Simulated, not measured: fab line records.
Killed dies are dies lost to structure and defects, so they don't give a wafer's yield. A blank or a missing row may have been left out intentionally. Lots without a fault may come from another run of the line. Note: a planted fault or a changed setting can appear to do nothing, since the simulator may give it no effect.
Chamber matching | flow n5Finfet | N5_BEOL_M6_STRIP_19 on rieDiel-06 has 4 sister chambers
The step strips in O2. 8 wafers are shown with their chamber, then 9 later ones without.

== WAFERS WITH THEIR CHAMBER ==
wafer  | chamber | showerheadPlenumPTorr (Torr) | throttleValvePct (%)
L078.1 | 3       | 2.07                         | 16.98
L089.1 | 0       | 2.04                         | 16.79
L090.4 | 3       | 2.06                         | 17.05
L090.5 | 1       | 2.15                         | 16.90
L091.4 | 0       | 2.04                         | 16.81
L093.2 | 2       | 2.03                         | 16.57
L093.5 | 1       | 2.14                         | 16.92
L093.6 | 2       | 2.03                         | 16.56

== WAFERS WITHOUT THEIR CHAMBER ==
wafer  | showerheadPlenumPTorr (Torr) | throttleValvePct (%)
L094.2 | 2.05                         | 16.57
L094.3 | 2.14                         | 16.92
L094.4 | 2.02                         | 16.57
L095.3 | 2.05                         | 16.56
L095.5 | 2.02                         | 16.56
L095.6 | 2.14                         | 16.96
L097.2 | 2.05                         | 16.56
L097.4 | 2.02                         | 16.57
L097.5 | 2.05                         | 16.56

== WHICH CHAMBER EACH ONE RAN IN ==
wafer  | from the rows above | in truth
L094.2 | 2                   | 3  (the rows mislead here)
L094.3 | 1                   | 1
L094.4 | 2                   | 2
L095.3 | 2                   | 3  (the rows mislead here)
L095.5 | 2                   | 2
L095.6 | 1                   | 1
L097.2 | 2                   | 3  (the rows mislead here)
L097.4 | 2                   | 2
L097.5 | 2                   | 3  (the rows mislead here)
Correct placement for 5 of the 9. Left unplaced by these rows: 0. 4 placed wrongly.
How it was worked out, from the rows above alone: a wafer's distance from a chamber is the root of the sum, over the readings, of the square of ((its reading less the chamber's mean) divided by the reading's scatter). The wafer belongs to the nearest chamber; if the next one is less than 2 further off, it can't be placed. The mean given for a chamber averages the wafers shown for that chamber. How the scatter is found: for the shown wafers, subtract from each reading the mean of its chamber, square and add these, divide the total by (wafers less chambers), then take the root.
